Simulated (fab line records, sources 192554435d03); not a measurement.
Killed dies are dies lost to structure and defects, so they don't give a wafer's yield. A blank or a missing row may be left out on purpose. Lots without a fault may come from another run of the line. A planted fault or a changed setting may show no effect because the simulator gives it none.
fab line records | flow n5_finfet
record lots=11 wafers=33 last_day=18
route steps=1938 shown BEOL_M5@1172 BEOL_M6@1209 PASSIVATION@1936
lots that met no fault: from a run of the same line without faults
start_h: hours from the record's first day to the start of the lot's first wafer shown | wait_h: hours since the lot's step before | " the same as in the row above | L1.1+2: a row that stands for several wafers | - no value, or no start given | * or withheld: withheld | < > ~ a bound
route shown NAME@n: a module of which the file shows steps, and the number in the route of the first | usual: mean/standard deviation of fault-free wafers | same: alike in all rows | chamber/n: place in a boat | sites: the reading at each site | _std_site: their standard deviation | _edge_site: outer sites' mean less inner sites' | radius_mm: how far each site lies from the wafer's centre | mask NAME#n: copy n | behind: the tool/chamber that last shaped the wafer | hold: why the lot was held/for how many hours/how that ended | device: the transistor (n, p or np) that didn't switch | end of line: the same wafers' tests at the end of the route | a step without rows: its recipe alone | killed: dies lost to structure and defects at the first sort, not the wafer's yield | map: a wafer's dies, x killed, . not, _ none there
set.NAME: the setting as run; set.NAME@STEP: as run at that earlier step | model.NAME: the simulator's own value behind a step, which no gauge read
steps of the route over a sample of lots; a table a step, a row a wafer
services: from which hour (start_h, from the record's first day; less than 0 if before it) a tool's chamber was out of use, for how many hours, and why
## steps
# step N5_BEOL_M5_ALD_86
# recipe material=TaN target_thk_a=* temp_c=275 ald_precursor_family=PDMAT ald_co_reactant=NH3 pressure_torr=3 carrier_flow_sccm=1500 pulse_time_s=2 purge_time_s=3 co_reactant_purge_time_s=2 co_reactant_pulse_time_s=3 ald_cycles=30 precursor_vessel_temp_c=75 precursor_vessel_pressure_torr=26.25 precursor_vessel_carrier_sccm=1000
# usual chamber_pressure_Torr=2.999/0.0068 heater_power_w=417/46
# columns lot.wafer tool chamber start_h wait_h chamber_pressure_Torr heater_power_w
L452.2 ald_metal-04 2 194.37 0.1 3.001 390
L452.5 " 2 " " 2.997 397
L452.6 " 3 " " 2.998 457
L455.1 ald_metal-02 3 206.43 0.1 2.993 453
L455.2 " 0 " " 3.005 359
L455.5 " 2 " " 2.995 481
L459.2 ald_metal-04 0 224.44 0.0 3.000 425
L459.5 " 1 " " 2.997 339
L459.6 " 2 " " 2.997 414
L460.1 ald_metal-04 3 234.38 0.0 2.999 458
L460.5 " 3 " " 3.010 449
L460.6 " 0 " " 3.010 424
L458.1 ald_metal-02 1 239.95 0.0 3.008 427
L458.3 " 2 " " 3.004 481
L458.4 " 3 " " 2.998 468
L457.2 ald_metal-04 2 240.00 0.1 2.996 399
L457.3 " 0 " " 2.996 410
L457.4 " 3 " " 2.994 447
L466.1 ald_metal-02 2 277.93 0.1 2.995 474
L466.3 " 0 " " 3.003 352
L466.6 " 0 " " 2.992 353
L467.1 ald_metal-04 1 284.37 0.0 3.005 332
L467.3 " 3 " " 3.003 463
L467.5 " 1 " " 3.008 343
L470.4 ald_metal-04 3 288.01 0.0 2.999 457
L470.5 " 2 " " 2.999 408
L470.6 " 3 " " 3.002 464
L475.4 ald_metal-04 1 320.66 0.1 3.000 337
L475.5 " 2 " " 3.004 401
L475.6 " 1 " " 3.001 342
L474.2 ald_metal-04 3 322.82 0.1 2.989 467
L474.4 " 1 " " 3.003 339
L474.6 " 3 " " 3.001 447
# step N5_BEOL_M5_SPUTTER_48
# recipe material=Cu target_thk_a=150 temp_c=-20 chamber_pressure_pa=0.07 power_w=withheld time_s=27.62
# usual throttle_valve_pct=30.2/1
# columns lot.wafer tool chamber start_h wait_h throttle_valve_pct
L452.2 pvd_sputter-01 - 195.09 0.1 30.6
L452.5 " - " " 29.5
L452.6 " - " " 30.8
L455.1 pvd_sputter-01 - 208.30 0.9 30.8
L455.2 " - " " 29.4
L455.5 " - " " 30.5
L459.2 pvd_sputter-02 - 224.90 0.1 30.1
L459.5 " - " " 29.5
L459.6 " - " " 31.3
L460.1 pvd_sputter-02 - 234.91 0.2 29.4
L460.5 " - " " 31.5
L460.6 " - " " 29.5
L458.1 pvd_sputter-01 - 240.41 0.1 30.9
L458.3 " - " " 30.6
L458.4 " - " " 29.9
L457.2 pvd_sputter-03 - 240.54 0.1 29.2
L457.3 " - " " 29.8
L457.4 " - " " 30.9
L466.1 pvd_sputter-02 - 280.02 1.4 28.3
L466.3 " - " " 30.0
L466.6 " - " " 29.5
L467.1 pvd_sputter-02 - 284.93 0.1 31.2
L467.3 " - " " 29.4
L467.5 " - " " 28.1
L470.4 pvd_sputter-03 - 288.71 0.2 30.7
L470.5 " - " " 29.1
L470.6 " - " " 31.7
L475.4 pvd_sputter-01 - 321.41 0.0 29.5
L475.5 " - " " 29.5
L475.6 " - " " 30.9
L474.2 pvd_sputter-03 - 325.07 0.2 29.2
L474.4 " - " " 31.8
L474.6 " - " " 31.8
# step N5_BEOL_M5_SPUTTER_81
# recipe material=Cu target_thk_a=150 temp_c=-20 chamber_pressure_pa=0.07 power_w=withheld time_s=27.62
# usual throttle_valve_pct=30.1/1
# columns lot.wafer tool chamber start_h wait_h throttle_valve_pct
L452.2 pvd_sputter-01 - 196.18 0.5 30.7
L452.5 " - " " 29.6
L452.6 " - " " 30.7
L455.1 pvd_sputter-01 - 209.39 0.5 30.9
L455.2 " - " " 29.4
L455.5 " - " " 30.6
L459.2 pvd_sputter-02 - 225.98 0.5 29.9
L459.5 " - " " 29.2
L459.6 " - " " 31.6
L460.1 pvd_sputter-02 - 236.00 0.5 29.5
L460.5 " - " " 31.4
L460.6 " - " " 29.3
L458.1 pvd_sputter-01 - 241.50 0.5 31.1
L458.3 " - " " 30.8
L458.4 " - " " 29.9
L457.2 pvd_sputter-03 - 241.63 0.5 29.0
L457.3 " - " " 29.7
L457.4 " - " " 30.6
L466.1 pvd_sputter-02 - 281.11 0.5 28.1
L466.3 " - " " 29.8
L466.6 " - " " 29.4
L467.1 pvd_sputter-02 - 286.02 0.5 31.7
L467.3 " - " " 29.3
L467.5 " - " " 27.7
L470.4 pvd_sputter-03 - 289.80 0.5 30.8
L470.5 " - " " 29.2
L470.6 " - " " 31.7
L475.4 pvd_sputter-01 - 322.50 0.5 29.5
L475.5 " - " " 29.3
L475.6 " - " " 31.1
L474.2 pvd_sputter-03 - 326.29 0.6 29.2
L474.4 " - " " 31.7
L474.6 " - " " 31.8
# step N5_BEOL_M5_PRE_CLEAN_55
# recipe gas=NH3 time_s=15 temp_c=withheld rf_power_w=300
# usual rf_fwd_power_W=294.3/1.6
# columns lot.wafer tool chamber start_h wait_h rf_fwd_power_W
L452.2 pecvd-01 2 200.40 0.1 294.2
L452.5 " 2 " " 294.4
L452.6 " 1 " " 293.1
L455.1 pecvd-02 2 213.62 0.1 293.4
L455.2 " 0 " " 295.6
L455.5 " 2 " " 292.3
L459.2 pecvd-01 0 230.26 0.1 295.6
L459.5 " 2 " " 293.9
L459.6 " 0 " " 295.4
L460.1 pecvd-02 1 241.19 0.1 293.6
L460.5 " 1 " " 294.2
L460.6 " 2 " " 292.9
L458.1 pecvd-02 2 245.72 0.1 291.8
L458.3 " 0 " " 296.9
L458.4 " 0 " " 296.7
L457.2 pecvd-02 2 246.03 0.1 292.2
L457.3 " 0 " " 296.7
L457.4 " 0 " " 298.2
L466.1 pecvd-01 1 285.34 0.1 294.3
L466.3 " 1 " " 294.5
L466.6 " 1 " " 294.4
L467.1 pecvd-01 2 290.24 0.1 295.3
L467.3 " 2 " " 294.7
L467.5 " 2 " " 292.1
L470.4 pecvd-04 0 294.03 0.0 297.0
L470.5 " 1 " " 293.7
L470.6 " 2 " " 296.2
L475.4 pecvd-02 1 326.80 0.0 291.7
L475.5 " 2 " " 294.1
L475.6 " 0 " " 297.5
L474.2 pecvd-04 0 331.43 0.1 293.8
L474.4 " 0 " " 295.2
L474.6 " 0 " " 294.0
# step N5_BEOL_M5_INSPECT_58
# recipe inspect_instrument=darkfield mode=post_dep
# usual raw_defect_count=61/18
# columns lot.wafer tool chamber start_h wait_h raw_defect_count
L452.2 defect_inspect-01 - 200.52 0.0 63
L452.5 " - " " 64
L452.6 " - " " 50
L455.1 defect_inspect-02 - 213.74 0.0 61
L455.2 " - " " 85
L455.5 " - " " 71
L459.2 defect_inspect-01 - 230.38 0.0 47
L459.5 " - " " 40
L459.6 " - " " 35
L460.1 defect_inspect-01 - 241.30 0.0 52
L460.5 " - " " 73
L460.6 " - " " 46
L458.1 defect_inspect-01 - 245.84 0.0 49
L458.3 " - " " 29
L458.4 " - " " 49
L457.2 defect_inspect-02 - 246.15 0.0 75
L457.3 " - " " 75
L457.4 " - " " 78
L466.1 defect_inspect-02 - 285.48 0.0 533
L466.3 " - " " 560
L466.6 " - " " 514
L467.1 defect_inspect-02 - 290.48 0.0 487
L467.3 " - " " 504
L467.5 " - " " 494
L470.4 defect_inspect-02 - 294.14 0.0 40
L470.5 " - " " 42
L470.6 " - " " 39
L475.4 defect_inspect-02 - 326.91 0.0 100
L475.5 " - " " 66
L475.6 " - " " 51
L474.2 defect_inspect-02 - 331.58 0.0 55
L474.4 " - " " 55
L474.6 " - " " 45
# step N5_BEOL_M6_INSPECT_13
# recipe mode=adi inspect_instrument=brightfield
# usual raw_defect_count=373/93
# columns lot.wafer tool chamber start_h wait_h raw_defect_count
L452.2 defect_inspect-01 - 202.57 0.0 411
L452.5 " - " " 328
L452.6 " - " " 353
L455.1 defect_inspect-01 - 216.81 0.0 280
L455.2 " - " " 548
L455.5 " - " " 340
L459.2 defect_inspect-02 - 231.53 0.0 275
L459.5 " - " " 272
L459.6 " - " " 398
L460.1 defect_inspect-02 - 244.16 0.0 332
L460.5 " - " " 340
L460.6 " - " " 367
L458.1 defect_inspect-02 - 250.32 0.0 325
L458.3 " - " " 243
L458.4 " - " " 246
L457.2 defect_inspect-01 - 250.49 0.0 360
L457.3 " - " " 310
L457.4 " - " " 479
L466.1 defect_inspect-02 - 287.95 0.0 730
L466.3 " - " " 706
L466.6 " - " " 801
L467.1 defect_inspect-01 - 293.80 0.0 855
L467.3 " - " " 831
L467.5 " - " " 860
L470.4 defect_inspect-01 - 296.63 0.0 315
L470.5 " - " " 264
L470.6 " - " " 447
L475.4 defect_inspect-01 - 330.97 0.0 684
L475.5 " - " " 383
L475.6 " - " " 339
L474.2 defect_inspect-02 - 334.60 0.0 395
L474.4 " - " " 431
L474.6 " - " " 317
# step N5_PASSIVATION_PROBE_49
# usual defect_limited_yield=91.2/1.5 killed_at_M0_to_M3=33/9.6 killed_at_M4_up=14/5.6 killed_at_contacts=14/5.5 killed_at_front_end=40/13 killed_at_other=4/3 killed_dies=104/17 killed_on_rim=14/4.3 killed_open=68/13 killed_short=33/7.2 sort_bin_4_leakage=0.00/0.014 sort_bin_5_function=5.2/0.95 sort_bin_6_memory=3.3/0.62 sort_n_pass=1076/17 sort_yield_pct=91.2/1.5
# same gross_dies=1180 killed_at_back_side=0 sort_bin_8_speed[%]=0
# columns lot.wafer tool chamber start_h wait_h defect_limited_yield[%] killed_at_M0_to_M3 killed_at_M4_up killed_at_contacts killed_at_front_end killed_at_other killed_dies killed_on_rim killed_open killed_short sort_bin_4_leakage[%] sort_bin_5_function[%] sort_bin_6_memory[%] sort_n_pass sort_yield_pct[%]
L452.2 prober-02 - 293.71 0.1 92.9 32 17 15 19 1 84 8 54 26 0 4.6 2.5 1096 92.9
L452.5 prober-02 - 293.86 0.2 93.8 21 16 13 20 3 73 13 44 25 0 3.9 1.8 1107 93.8
L452.6 prober-02 - 293.91 0.3 91.3 38 20 14 22 9 103 12 73 27 0 5.5 3.0 1077 91.3
L455.1 prober-02 - 315.63 0.0 91.0 43 9 9 39 6 106 10 70 36 0 5.3 3.5 1074 91.0
L455.2 prober-02 - 315.68 0.1 91.8 27 15 13 34 8 97 9 68 29 0 5.1 2.7 1083 91.8
L455.5 prober-02 - 315.83 0.2 91.4 33 10 15 34 10 102 17 66 36 0 5.3 3.1 1078 91.4
L459.2 prober-01 - 322.54 0.1 89.7 47 15 19 39 1 121 16 83 38 0 6.8 2.9 1059 89.7
L459.5 prober-01 - 322.69 0.2 92.5 46 9 8 25 0 88 9 56 32 0 4.3 2.9 1092 92.5
L459.6 prober-01 - 322.74 0.3 91.7 32 19 9 32 6 98 8 70 27 0.17 5.2 2.9 1080 91.5
L460.1 prober-02 - 331.90 0.0 91.5 41 18 7 34 0 100 11 68 30 0 5.2 3.1 1080 91.5
L460.5 prober-02 - 332.10 0.2 92.8 23 10 13 37 2 85 13 48 33 0 4.2 2.8 1095 92.8
L460.6 prober-02 - 332.15 0.3 89.8 54 21 8 35 2 120 10 73 44 0 5.9 3.6 1060 89.8
L458.1 prober-02 - 337.04 0.0 92.2 37 9 10 31 5 92 10 55 36 0 4.2 3.3 1088 92.2
L458.3 prober-02 - 337.14 0.1 90.8 25 14 23 40 7 109 13 66 36 0 5.3 3.2 1071 90.8
L458.4 prober-02 - 337.19 0.2 91.4 37 15 10 32 8 102 18 58 43 0 4.6 3.5 1078 91.4
L457.2 prober-01 - 337.64 0.1 92.2 18 16 24 32 2 92 14 66 25 0 4.9 2.7 1088 92.2
L457.3 prober-01 - 337.69 0.1 90.4 29 17 24 36 7 113 12 72 38 0 5.3 3.6 1067 90.4
L457.4 prober-01 - 337.74 0.2 89.3 33 11 25 44 13 126 16 82 42 0 6.2 4.1 1054 89.3
L466.1 prober-02 - 386.41 0.0 85.6 30 81 17 40 2 170 33 57 37 0 8.9 3.6 1010 85.6
L466.3 prober-02 - 386.51 0.1 86.9 17 91 11 34 2 155 29 44 21 0 8.3 2.8 1025 86.9
L466.6 prober-02 - 386.66 0.3 86.1 31 84 7 36 6 164 27 59 31 0 8.1 4.0 1016 86.1
L467.1 prober-01 - 387.20 0.0 85.8 34 72 21 32 9 168 38 78 33 0 8.5 4.2 1012 85.8
L467.3 prober-01 - 387.30 0.1 86.3 51 68 16 26 1 162 29 65 35 0 8.8 3.4 1018 86.3
L467.5 prober-01 - 387.40 0.2 85.2 42 69 16 41 7 175 30 70 45 0 9.2 4.8 1005 85.2
L470.4 prober-01 - 393.99 0.2 90.1 38 16 13 50 0 117 18 68 46 0 6.3 3.3 1063 90.1
L470.5 prober-01 - 394.04 0.2 89.2 63 12 12 37 3 127 11 86 40 0 6.3 4.1 1053 89.2
L470.6 prober-01 - 394.09 0.3 91.0 37 7 21 41 0 106 9 63 37 0 5.6 2.7 1074 91.0
L474.2 prober-01 - 427.08 0.1 92.8 21 22 9 30 3 85 9 61 22 0 4.1 2.9 1095 92.8
L474.4 prober-01 - 427.18 0.2 89.6 30 10 10 73 0 123 18 85 31 0 6.2 3.7 1057 89.6
L474.6 prober-01 - 427.28 0.3 88.8 30 8 17 72 5 132 16 84 43 0 6.8 3.6 1048 88.8
L475.4 prober-01 - 429.20 0.2 93.9 29 10 11 17 5 72 7 41 31 0 3.5 2.5 1108 93.9
L475.5 prober-01 - 429.25 0.2 91.9 40 12 11 23 9 95 11 53 40 0 5.3 2.3 1085 91.9
L475.6 prober-01 - 429.30 0.3 93.0 37 6 7 31 2 83 14 57 24 0 4.1 2.5 1097 93.0
# killed by level:class
L452.2 MOL_CONTACT_COAG:geometric_particle:open=12 BEOL_M1:geometric_particle:open=8 BEOL_M0_SAQP:geometric_particle:short=7 BEOL_M3:geometric_particle:open=7 BEOL_M4:geometric_particle:open=7 FIN_SAQP:geometric_particle:short=4 STI_FIN_REVEAL:geometric_particle:open=3 MOL_CONTACT_COAG:geometric_particle:short=3
L452.5 MOL_CONTACT_COAG:geometric_particle:open=11 BEOL_M0_SAQP:geometric_particle:open=5 BEOL_M2:geometric_particle:open=5 FIN_SAQP:geometric_particle:open=4 GATE_CUT:geometric_particle:short=4 BEOL_M5:geometric_particle:open=4 BEOL_M3:geometric_particle:open=3 BEOL_M5:geometric_particle:short=3
L452.6 MOL_CONTACT_COAG:geometric_particle:open=14 BEOL_M0_SAQP:geometric_particle:open=12 GATE_CUT:geometric_particle:open=10 BEOL_M5:geometric_particle:open=8 GATE_CUT:geometric_particle:short=5 BEOL_M2:geometric_particle:open=5 BEOL_M4:geometric_particle:open=4 BEOL_M0_SAQP:geometric_particle:short=4
L455.1 FIN_SAQP:geometric_particle:open=12 BEOL_M2:geometric_particle:open=11 FIN_SAQP:geometric_particle:short=7 MOL_CONTACT_COAG:geometric_particle:open=7 BEOL_M3:geometric_particle:open=7 DUMMY_GATE:geometric_particle:open=6 BEOL_M0_SAQP:geometric_particle:open=6 BEOL_M0:geometric_particle:open=4
L455.2 MOL_CONTACT_COAG:geometric_particle:open=12 BEOL_M4:geometric_particle:open=10 FIN_SAQP:geometric_particle:short=9 FIN_SAQP:geometric_particle:open=7 DUMMY_GATE:geometric_particle:open=7 BEOL_M3:geometric_particle:open=7 STI_FIN_REVEAL:geometric_particle:open=5 BEOL_M3:geometric_particle:short=5
L455.5 BEOL_M0_SAQP:geometric_particle:open=12 FIN_SAQP:geometric_particle:short=11 FIN_SAQP:geometric_particle:open=10 MOL_CONTACT_COAG:geometric_particle:open=10 BEOL_M0_SAQP:geometric_particle:short=7 PASS1_CAP:geometric_particle:open=7 MOL_CONTACT_COAG:geometric_particle:short=5 BEOL_M3:geometric_particle:open=5
L459.2 STI_FIN_REVEAL:geometric_particle:open=13 BEOL_M0_SAQP:geometric_particle:short=12 BEOL_M0_SAQP:geometric_particle:open=11 MOL_CONTACT_COAG:geometric_particle:open=10 BEOL_M2:geometric_particle:open=10 MOL_CONTACT_COAG:geometric_particle:short=9 BEOL_M3:geometric_particle:open=9 FIN_SAQP:geometric_particle:open=6
L459.5 BEOL_M0_SAQP:geometric_particle:short=13 BEOL_M2:geometric_particle:open=10 BEOL_M0_SAQP:geometric_particle:open=9 STI_FIN_REVEAL:geometric_particle:open=6 MOL_CONTACT_COAG:geometric_particle:open=6 BEOL_M3:geometric_particle:open=5 STARTING-WAFER:geometric_particle:open=5 BEOL_M3:geometric_particle:short=4
L459.6 STI_FIN_REVEAL:geometric_particle:open=13 BEOL_M3:geometric_particle:open=10 MOL_CONTACT_COAG:geometric_particle:open=7 BEOL_M4:geometric_particle:open=7 STARTING-WAFER:geometric_particle:open=6 FIN_SAQP:geometric_particle:short=4 BEOL_M0_SAQP:geometric_particle:short=4 BEOL_M0_SAQP:geometric_particle:open=4
L460.1 BEOL_M2:geometric_particle:open=12 STI_FIN_REVEAL:geometric_particle:open=9 BEOL_M4:geometric_particle:open=8 FIN_SAQP:geometric_particle:short=7 BEOL_M1:geometric_particle:open=7 MOL_CONTACT_COAG:geometric_particle:open=6 BEOL_M0_SAQP:geometric_particle:short=6 ILD0:geometric_particle:short=5
L460.5 FIN_SAQP:geometric_particle:short=13 MOL_CONTACT_COAG:geometric_particle:open=12 BEOL_M0:geometric_particle:open=5 FIN_SAQP:geometric_particle:open=4 BEOL_M2:geometric_particle:short=4 STI_FIN_REVEAL:geometric_particle:open=4 ILD0:geometric_particle:short=4 BEOL_M0_SAQP:geometric_particle:short=4
L460.6 BEOL_M2:geometric_particle:open=14 BEOL_M0_SAQP:geometric_particle:short=13 BEOL_M0_SAQP:geometric_particle:open=10 FIN_SAQP:geometric_particle:short=9 BEOL_M3:geometric_particle:open=7 BEOL_M4:geometric_particle:open=7 BEOL_M2:geometric_particle:short=6 ILD0:geometric_particle:short=5
L458.1 BEOL_M0_SAQP:geometric_particle:open=11 BEOL_M1:geometric_particle:open=8 BEOL_M2:geometric_particle:open=7 STARTING-WAFER:geometric_particle:short=7 FIN_SAQP:geometric_particle:short=6 MOL_CONTACT_COAG:geometric_particle:open=6 FIN_SAQP:geometric_particle:open=5 BEOL_M0_SAQP:geometric_particle:short=5
L458.3 MOL_CONTACT_COAG:geometric_particle:open=18 STI_FIN_REVEAL:geometric_particle:open=11 GATE_CUT:geometric_particle:short=9 BEOL_M4:geometric_particle:open=8 BEOL_M1:geometric_particle:open=7 BEOL_M0_SAQP:geometric_particle:short=5 BEOL_M2:geometric_particle:open=5 FIN_SAQP:geometric_particle:short=4
L458.4 BEOL_M2:geometric_particle:open=8 MOL_CONTACT_COAG:geometric_particle:open=8 BEOL_M4:geometric_particle:open=7 FIN_SAQP:geometric_particle:open=6 FIN_SAQP:geometric_particle:short=6 BEOL_M0_SAQP:geometric_particle:open=6 BEOL_M0_SAQP:geometric_particle:short=6 BEOL_M3:geometric_particle:short=6
L457.2 MOL_CONTACT_COAG:geometric_particle:open=19 STI_FIN_REVEAL:geometric_particle:open=13 FIN_SAQP:geometric_particle:open=7 BEOL_M4:geometric_particle:open=7 MOL_CONTACT_COAG:geometric_particle:short=5 BEOL_M5:geometric_particle:open=5 GATE_CUT:geometric_particle:short=3 BEOL_M0_SAQP:geometric_particle:short=3
L457.3 MOL_CONTACT_COAG:geometric_particle:open=19 FIN_SAQP:geometric_particle:open=9 FIN_SAQP:geometric_particle:short=7 BEOL_M0_SAQP:geometric_particle:short=6 BEOL_M3:geometric_particle:open=6 DUMMY_GATE:geometric_particle:open=5 MOL_CONTACT_COAG:geometric_particle:short=5 BEOL_M0_SAQP:geometric_particle:open=5
L457.4 MOL_CONTACT_COAG:geometric_particle:open=20 STI_FIN_REVEAL:geometric_particle:open=16 BEOL_M0_SAQP:geometric_particle:open=10 FIN_SAQP:geometric_particle:open=5 FIN_SAQP:geometric_particle:short=5 MOL_CONTACT_COAG:geometric_particle:short=5 BEOL_M1:geometric_particle:short=5 BEOL_M3:geometric_particle:open=5
L466.1 BEOL_M5:unspecified=74 FIN_SAQP:geometric_particle:open=11 MOL_CONTACT_COAG:geometric_particle:open=9 FIN_SAQP:geometric_particle:short=8 STI_FIN_REVEAL:geometric_particle:open=7 MOL_CONTACT_COAG:geometric_particle:short=7 BEOL_M2:geometric_particle:open=7 BEOL_M3:geometric_particle:open=6
L466.3 BEOL_M5:unspecified=83 MOL_CONTACT_COAG:geometric_particle:open=11 HKMG_FIN:area_etch=6 FIN_SAQP:geometric_particle:short=5 FIN_SAQP:geometric_particle:open=5 STI_FIN_REVEAL:geometric_particle:open=4 BEOL_M3:geometric_particle:short=4 DUMMY_GATE:geometric_particle:open=4
L466.6 BEOL_M5:unspecified=74 FIN_SAQP:geometric_particle:open=10 BEOL_M1:geometric_particle:open=8 STI_FIN_REVEAL:geometric_particle:open=7 FIN_SAQP:geometric_particle:short=6 MOL_CONTACT_COAG:geometric_particle:open=6 BEOL_M2:geometric_particle:open=6 BEOL_M4:geometric_particle:open=6
L467.1 BEOL_M5:unspecified=56 MOL_CONTACT_COAG:geometric_particle:open=16 BEOL_M3:geometric_particle:open=12 FIN_SAQP:geometric_particle:open=11 BEOL_M1:geometric_particle:open=8 STI_FIN_REVEAL:geometric_particle:open=6 MOL_CONTACT_COAG:geometric_particle:short=5 BEOL_M1:geometric_particle:short=5
L467.3 BEOL_M5:unspecified=59 BEOL_M1:geometric_particle:open=14 BEOL_M0_SAQP:geometric_particle:short=11 MOL_CONTACT_COAG:geometric_particle:open=10 BEOL_M0_SAQP:geometric_particle:open=8 BEOL_M3:geometric_particle:open=7 MOL_CONTACT_COAG:geometric_particle:short=6 BEOL_M2:geometric_particle:open=6
L467.5 BEOL_M5:unspecified=59 FIN_SAQP:geometric_particle:short=15 MOL_CONTACT_COAG:geometric_particle:open=13 BEOL_M0_SAQP:geometric_particle:open=12 BEOL_M0_SAQP:geometric_particle:short=11 FIN_SAQP:geometric_particle:open=9 BEOL_M3:geometric_particle:open=5 BEOL_M2:geometric_particle:open=5
L470.4 BEOL_M0_SAQP:geometric_particle:short=12 STI_FIN_REVEAL:geometric_particle:open=11 MOL_CONTACT_COAG:geometric_particle:open=11 FIN_SAQP:geometric_particle:short=8 BEOL_M4:geometric_particle:open=8 BEOL_M2:geometric_particle:open=6 GATE_CUT:geometric_particle:short=5 GATE_CUT:geometric_particle:open=5
L470.5 BEOL_M0_SAQP:geometric_particle:open=22 BEOL_M0_SAQP:geometric_particle:short=17 BEOL_M2:geometric_particle:open=13 MOL_CONTACT_COAG:geometric_particle:open=10 FIN_SAQP:geometric_particle:short=8 BEOL_M4:geometric_particle:open=7 STI_FIN_REVEAL:geometric_particle:open=6 DUMMY_GATE:geometric_particle:open=6
L470.6 MOL_CONTACT_COAG:geometric_particle:open=17 BEOL_M0_SAQP:geometric_particle:short=12 BEOL_M0_SAQP:geometric_particle:open=9 BEOL_M2:geometric_particle:open=6 STI_FIN_REVEAL:geometric_particle:open=6 GATE_CUT:geometric_particle:short=6 DUMMY_GATE:geometric_particle:open=5 HKMG_FIN:area_etch=5
L474.2 FIN_SAQP:geometric_particle:open=9 BEOL_M5:geometric_particle:open=8 MOL_CONTACT_COAG:geometric_particle:open=7 BEOL_M4:geometric_particle:open=7 BEOL_M0_SAQP:geometric_particle:open=6 BEOL_M3:geometric_particle:open=6 FIN_SAQP:geometric_particle:short=5 GATE_CUT:geometric_particle:short=4
L474.4 FIN_SAQP:geometric_particle:open=36 FIN_SAQP:geometric_particle:short=15 BEOL_M2:geometric_particle:open=12 MOL_CONTACT_COAG:geometric_particle:open=7 BEOL_M0_SAQP:geometric_particle:open=6 BEOL_M4:geometric_particle:open=6 BEOL_M3:geometric_particle:open=5 HKMG_FIN:area_etch=4
L474.6 FIN_SAQP:geometric_particle:open=29 FIN_SAQP:geometric_particle:short=18 MOL_CONTACT_COAG:geometric_particle:open=14 STI_FIN_REVEAL:geometric_particle:open=9 BEOL_M3:geometric_particle:open=7 BEOL_M0_SAQP:geometric_particle:open=6 STI_FIN_REVEAL:geometric_particle:short=3 GATE_CUT:geometric_particle:short=3
L475.4 BEOL_M0_SAQP:geometric_particle:open=8 BEOL_M0_SAQP:geometric_particle:short=6 MOL_CONTACT_COAG:geometric_particle:open=6 MOL_CONTACT_COAG:geometric_particle:short=5 BEOL_M2:geometric_particle:open=5 GATE_CUT:geometric_particle:short=3 BEOL_M0:geometric_particle:open=3 BEOL_M1:geometric_particle:open=3
L475.5 BEOL_M0_SAQP:geometric_particle:short=18 MOL_CONTACT_COAG:geometric_particle:open=7 BEOL_M2:geometric_particle:open=7 DUMMY_GATE:geometric_particle:open=5 BEOL_M0_SAQP:geometric_particle:open=5 BEOL_M4:geometric_particle:open=5 MIM_TOP_ETCH:geometric_particle:short=4 FIN_SAQP:geometric_particle:short=3
L475.6 FIN_SAQP:geometric_particle:open=11 BEOL_M0_SAQP:geometric_particle:open=9 BEOL_M1:geometric_particle:open=8 FIN_SAQP:geometric_particle:short=7 BEOL_M2:geometric_particle:open=7 MOL_CONTACT_COAG:geometric_particle:open=6 BEOL_M0_SAQP:geometric_particle:short=5 BEOL_M3:geometric_particle:open=4
## services
# columns tool chamber start_h hours kind
ald_metal-04 - 175.44 6.2 repair
pecvd-01 0 221.01 1.7 repair
pecvd-01 - 224.83 0.8 repair
pecvd-04 - 227.99 28.1 pm
pecvd-01 2 230.32 2.1 scheduled_down
pecvd-01 - 243.92 14.6 pm
pecvd-04 - 272.95 0.7 repair
pecvd-01 1 289.14 3.5 repair
ald_metal-04 1 303.24 2.4 repair
pvd_sputter-02 - 305.59 2.2 repair
pecvd-01 - 310.82 0.3 repair
pecvd-02 1 313.98 5.0 scheduled_down
pecvd-04 2 320.66 16.5 scheduled_down
pvd_sputter-01 - 326.95 3.2 repair
ald_metal-02 - 330.33 1.2 repair
## key
first_sign step=N5_BEOL_M5_INSPECT_58 reading=raw_defect_count direction=up sigmas=25 usual=61 struck=515
effect step=N5_BEOL_M6_INSPECT_13 reading=raw_defect_count direction=up sigmas=4.6 usual=373 struck=797
effect step=N5_PASSIVATION_PROBE_49 reading=killed_at_M4_up direction=up sigmas=11 usual=14 struck=78
more_kills_born_at N5_BEOL_M5_PRE_CLEAN_55@pecvd-01=405
met_at N5_BEOL_M5_PRE_CLEAN_55
struck_lots L466,L467
not_acting_at N5_BEOL_M5_ALD_86,N5_BEOL_M5_SPUTTER_48,N5_BEOL_M5_SPUTTER_81
onset_between 230.26 285.34
fault kind=chamber_particle_source tool=pecvd-01 chamber=- onset_h=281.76 steps=N5_BEOL_M5_PRE_CLEAN_55 rate_per_visit_cm2=0.6984 end_h=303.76
